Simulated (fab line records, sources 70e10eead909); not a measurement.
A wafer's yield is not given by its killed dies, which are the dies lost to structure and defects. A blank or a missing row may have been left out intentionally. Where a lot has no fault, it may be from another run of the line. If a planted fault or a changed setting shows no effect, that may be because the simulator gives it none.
Which tool did it? :: flow nand-harc :: Sampling: 6 lots, 18 wafers, 3 of 1302 route steps

WHAT THE GAUGES SHOWED, per wafer
NHARC_A_SGD_CUT_INSPECT_25.
lot: L764
measured: day 20 15:31
on: defect-inspect-01
raw-defect-count: 375 346 379

lot: L771
measured: day 23 11:27
on: defect-inspect-01
raw-defect-count: 445 381 507

lot: L777
measured: day 25 15:12
on: defect-inspect-01
raw-defect-count: 482 308 369

lot: L780
measured: day 27 10:23
on: defect-inspect-02
raw-defect-count: 356 298 410

lot: L782
measured: day 27 17:13
on: defect-inspect-01
raw-defect-count: 277 388 310

lot: L786
measured: day 29 00:18
on: defect-inspect-02
raw-defect-count: 417 351 415

WHAT TOOL EACH LOT RAN ON (gives the tool, then ch and the chambers of the sampled wafers, and finally the start)
lot: L764
NHARC_A_STAIRCASE_CMP_450: cmp-04 ch 0,1,3, day 20 06:04
NHARC_A_SGD_CUT_ETCH_59: rie-diel-01 ch 0,1,3, day 20 09:08

lot: L771
NHARC_A_STAIRCASE_CMP_450: cmp-04 ch 0,1,3, day 23 02:08
NHARC_A_SGD_CUT_ETCH_59: rie-diel-11 ch 0,1,3, day 23 05:11

lot: L777
NHARC_A_STAIRCASE_CMP_450: cmp-03 ch 2,3, day 25 04:42
NHARC_A_SGD_CUT_ETCH_59: rie-diel-01 ch 2,3, day 25 07:43

lot: L780
NHARC_A_STAIRCASE_CMP_450: cmp-04 ch 1,2,3, day 27 02:04
NHARC_A_SGD_CUT_ETCH_59: rie-diel-11 ch 1,2,3, day 27 05:02

lot: L782
NHARC_A_STAIRCASE_CMP_450: cmp-03 ch 0,2,3, day 27 08:02
NHARC_A_SGD_CUT_ETCH_59: rie-diel-11 ch 0,2,3, day 27 11:09

lot: L786
NHARC_A_STAIRCASE_CMP_450: cmp-02 ch 0,3, day 28 15:13
NHARC_A_SGD_CUT_ETCH_59: rie-diel-11 ch 1,2,3, day 28 18:05
- NHARC_A_STAIRCASE_CMP_450: polishes SiO2, target thk 200 nm.
- NHARC_A_SGD_CUT_ETCH_59: etches the open film in N2/H2, target depth 260 nm, time 406.25 s.

THE ANSWER, worked out from the rows above alone
Rule: what is usual is taken from the lots themselves. Put in order of their means at a reading, lots are off if they are a third of the lots or fewer, leave a main group of 4 or more, and stand apart from it by a gap of 3 or more times the standard deviation of the main group's means; of several such gaps the widest counts. A main group is skipped when, at the precision printed for the reading in the tables above, its means are all equal. A lot without any number at a reading at which 4 lots or more have one is off too. Any other lot the step has rows for is counted as sound.
Across all readings shown, no lot is off: no conclusion can be drawn from this.

WHAT HAD BEEN PUT IN BY THE SIMULATOR
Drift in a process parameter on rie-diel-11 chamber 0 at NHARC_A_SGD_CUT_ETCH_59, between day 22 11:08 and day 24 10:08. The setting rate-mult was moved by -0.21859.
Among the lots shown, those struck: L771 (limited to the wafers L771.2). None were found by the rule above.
